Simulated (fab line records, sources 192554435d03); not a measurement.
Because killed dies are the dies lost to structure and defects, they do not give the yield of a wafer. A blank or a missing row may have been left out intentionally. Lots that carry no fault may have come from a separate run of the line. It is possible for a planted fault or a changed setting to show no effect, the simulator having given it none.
Comparing a struck lot with a sound one -- flow n5-finfet -- 14 out of 1938 route steps
Sound: wafers L861.3, L861.5, L861.6. Struck: wafers L859.2, L859.6. (L859.1 of the same lot was not struck and is left out.) The cause comes at the end.
For every step that has rows: the tool of each side, followed by ch and its chambers, followed by its first start. Under that, the readings that differ: sound wafers -- struck wafers -- difference of the means -- sigmas: that difference in standard deviations of wafers without a fault.
alike: a reading whose means differ by less than 2 such deviations, as well as words and numbers matching on both sides. not compared: withheld readings; readings where some wafer has no value; bounds like >300 that might hide an equal value; numbers whose values overlap and for which the record gives no deviation.
The two part at a step that has a row with sigmas, a row that says differs or no value, or rows on one side only. Numbers that have no deviation but don't overlap get no sigmas and don't part them. A reading missing from all wafers of one side parts the sides only when that side holds two or more wafers.

first, 3 steps without rows for these wafers: N5_BEOL_M15_PRECLEAN_39 (cleans in residue remover, time 60 s); N5_BEOL_M15_SRD_40 (time 30 s, dry time 30 s); N5_BEOL_M15_DEGAS_41 (time 60 s).
N5_BEOL_M15_PRE_CLEAN_42: time 30 s.
  struck on pvd-sputter-03, day 16 01:12; sound on pvd-sputter-01, day 15 22:09
  alike: heater-power-w
N5_BEOL_M15_SPUTTER_43: material TaN, target thk 15 nm, time 24.19 s.
  struck on pvd-sputter-03, day 16 01:14; sound on pvd-sputter-01, day 15 22:11
  alike: throttle-valve-pct
N5_BEOL_M15_SPUTTER_44: material Ta, target thk 15 nm, time 24.19 s.
  struck on pvd-sputter-03, day 16 01:19; sound on pvd-sputter-01, day 15 22:16
  alike: throttle-valve-pct
N5_BEOL_M15_SPUTTER_45: material Cu, target thk 100 nm, time 16.67 s.
  struck on pvd-sputter-03, day 16 01:24; sound on pvd-sputter-01, day 15 22:21
  alike: throttle-valve-pct
then, 2 steps without rows for these wafers: N5_BEOL_M15_ECD_47 (material Cu, target thk 1860 nm); N5_BEOL_M15_ANNEAL_48 (time 90 s).
N5_BEOL_M15_CMP_49: polishes, stops on SiO2, t overpolish 4.9 s, target thk 850 nm.
  sound on cmp-03 ch 2,3, day 15 23:04; struck on cmp-01 ch 1,2, day 16 02:07
  alike: barrier-field-endpoint-s, head-pressure-psi, motor-current-A, overpolish-run-s
N5_BEOL_M15_THK_MEAS_50: measures by xrf.
  struck on film-metro-01, day 16 02:22; sound on film-metro-02, day 15 23:19
  alike: M15_THK
then, 1 step without rows for these wafers: N5_BEOL_M15_PRE_CLEAN_52 (time 15 s).
N5_BEOL_M15_DEP_53: deposits SiCN from 3MS/NH3, target thk 50 nm, time 17.8 s.
  sound on pecvd-03 ch 1,2, day 15 23:23; struck on pecvd-01 ch 0,1, day 16 02:26
reading,sound,struck,difference,sigmas
model.SiCN_of_BEOL_M15_DEP_53.thk-nm (nm),49.8 50 50.6,21 21.6,-29,
  alike: showerhead-plenum-p-Torr, throttle-valve-pct
N5_BEOL_M15_RS_MEAS_54: measures by four-point-probe.
  struck on film-metro-02, day 16 02:30; sound on film-metro-01, day 15 23:27
  alike: M15_RS

WHERE THEY PART
Nowhere in this record.

WHY: what the simulator had put in
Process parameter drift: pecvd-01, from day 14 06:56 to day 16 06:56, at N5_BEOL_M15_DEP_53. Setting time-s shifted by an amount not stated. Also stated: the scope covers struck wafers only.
